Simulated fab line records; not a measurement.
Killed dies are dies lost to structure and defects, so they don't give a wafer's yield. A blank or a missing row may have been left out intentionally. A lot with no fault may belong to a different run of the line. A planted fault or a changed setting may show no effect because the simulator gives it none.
One fault seen from 3 desks || flow n5_finfet || each desk has only its own numbers; what lay behind them comes last

THE DEFECT DESK
What the inspections along the route counted, lot by lot: means of the sampled wafers that have a number. The brackets show how far a lot's mean lies from the usual mean; more than 4 standard deviations puts the lot out of limits, marked OUT.
Columns: A = raw_defect_count at N5_BEOL_M1_INSPECT_13, usual 396
{"lot": "L942", "first seen here": "day 6 10:34", "A": 256}
{"lot": "L943", "first seen here": "day 6 17:35", "A": 353}
{"lot": "L945", "first seen here": "day 7 04:55", "A": 420}
{"lot": "L948", "first seen here": "day 7 21:43", "A": 440}
{"lot": "L952", "first seen here": "day 9 11:16", "A": 382}
{"lot": "L953", "first seen here": "day 9 14:17", "A": 313}
{"lot": "L958", "first seen here": "day 10 11:00", "A": 312}
{"lot": "L960", "first seen here": "day 11 20:08", "A": 570}
{"lot": "L959", "first seen here": "day 11 21:29", "A": 466}
{"lot": "L961", "first seen here": "day 12 01:52", "A": 318}
This desk's finding: nothing out of limits on any of the 10 lots.

AT THE METROLOGY DESK
Lot by lot, what the gauges showed, no matter which tool ran the lot: averages of those sampled wafers that carry a number. The brackets show how far a lot's mean lies from the usual mean; more than 4 standard deviations puts the lot out of limits, marked OUT. 7 of its 11 readings are shown, namely those furthest out on some lot.
Columns: A = DIBL_P at N5_BEOL_M4_RC_MEAS_101, usual 36.7 mV/V; B = IOFF_N at N5_BEOL_M4_RC_MEAS_101, usual 0.17 nA/um; C = IOFF_P at N5_BEOL_M4_RC_MEAS_101, usual 0.22 nA/um; D = ION_P at N5_BEOL_M4_RC_MEAS_101, usual 461 uA/um; E = SS_N at N5_BEOL_M4_RC_MEAS_101, usual 71.6 mV/dec; F = VT_N at N5_BEOL_M4_RC_MEAS_101, usual 250 mV; G = VT_P at N5_BEOL_M4_RC_MEAS_101, usual -250 mV
{"lot": "L942", "first seen here": "day 6 11:01", "A": 34.6, "B": 0.15, "C": 0.23, "D": 469, "E": 71.5, "F": 250, "G": -245}
{"lot": "L943", "first seen here": "day 6 18:16", "A": 39.2, "B": 0.17, "C": 0.22, "D": 454, "E": 72.7, "F": 253, "G": -251}
{"lot": "L945", "first seen here": "day 7 06:02", "A": 35.4, "B": 0.15, "C": 0.19, "D": 452, "E": 71.2, "F": 249, "G": -249}
{"lot": "L948", "first seen here": "day 7 22:18", "A": 36.7, "B": 0.17, "C": 0.21, "D": 463, "E": 71.9, "F": 249, "G": -252}
{"lot": "L952", "first seen here": "day 9 12:09", "A": 36.8, "B": 0.19, "C": 0.27, "D": 472, "E": 71.4, "F": 245, "G": -244}
{"lot": "L953", "first seen here": "day 9 14:44", "A": 36.3, "B": 0.16, "C": 0.22, "D": 464, "E": 71.3, "F": 251, "G": -250}
{"lot": "L958", "first seen here": "day 10 11:29", "A": 38.0, "B": 0.20, "C": 0.26, "D": 468, "E": 72.0, "F": 245, "G": -247}
{"lot": "L960", "first seen here": "day 11 20:35", "A": 40.2, "B": 0.17, "C": 0.24, "D": 462, "E": 72.0, "F": 249, "G": -248}
{"lot": "L959", "first seen here": "day 11 21:58", "A": 39.1, "B": 0.22, "C": 0.25, "D": 457, "E": 72.1, "F": 246, "G": -250}
{"lot": "L961", "first seen here": "day 12 02:40", "A": 36.0, "B": 0.15, "C": 0.21, "D": 462, "E": 71.9, "F": 252, "G": -250}
This desk's finding: nothing out of limits on any of the 10 lots.

FOR THE TOOL OWNER'S DESK: litho_track-03
The tool's own readings at N5_BEOL_M1_COAT_76 (time 60 s, resist thk 5 nm): means of the sampled wafers that have a number, for each lot that ran on this tool. The brackets show how far a lot's mean lies from the usual mean; more than 4 standard deviations puts the lot out of limits, marked OUT.
Columns: A = heater_power_total_W at N5_BEOL_M1_COAT_76, usual 391.7 W; B = plate_temp_C at N5_BEOL_M1_COAT_76, usual 204.99 C
{"lot": "L942", "first seen here": "day 6 11:04", "A": 390.9, "B": 205.03}
{"lot": "L943", "first seen here": "day 6 18:19", "A": 391.5, "B": 205.28}
{"lot": "L948", "first seen here": "day 7 22:21", "A": 391.4, "B": 204.95}
{"lot": "L953", "first seen here": "day 9 14:47", "A": "376.0 (-11) OUT", "B": "198.07 (-46) OUT"}
{"lot": "L958", "first seen here": "day 10 11:32", "A": "375.2 (-12) OUT", "B": "198.27 (-45) OUT"}
This desk finds L953, L958 out of limits, L953 being first, at day 9 14:47 (heater_power_total_W at N5_BEOL_M1_COAT_76). In limits: L942, L943, L948.

TAKEN TOGETHER
At day 9 14:47, on L953, L958, the tool owner's desk was in a position to raise an alarm.
Nothing the defect desk looked at was out of limits.
Metrology desk: nothing out of limits seen.
The defect desk has L953, L958 on record, within its limits.
The metrology desk holds a record of L953, L958, inside its limits.
N5_BEOL_M1_COAT_76 was run on litho_track-03 by each of the lots named.

WHAT THE SIMULATOR HAD INSERTED
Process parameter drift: litho_track-03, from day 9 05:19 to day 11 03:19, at N5_BEOL_M1_COAT_76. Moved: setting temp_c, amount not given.
Lots struck among those shown: L953, L958.
Hours from the fault's start to each desk's first reading out of limits: the tool owner's desk, 9.
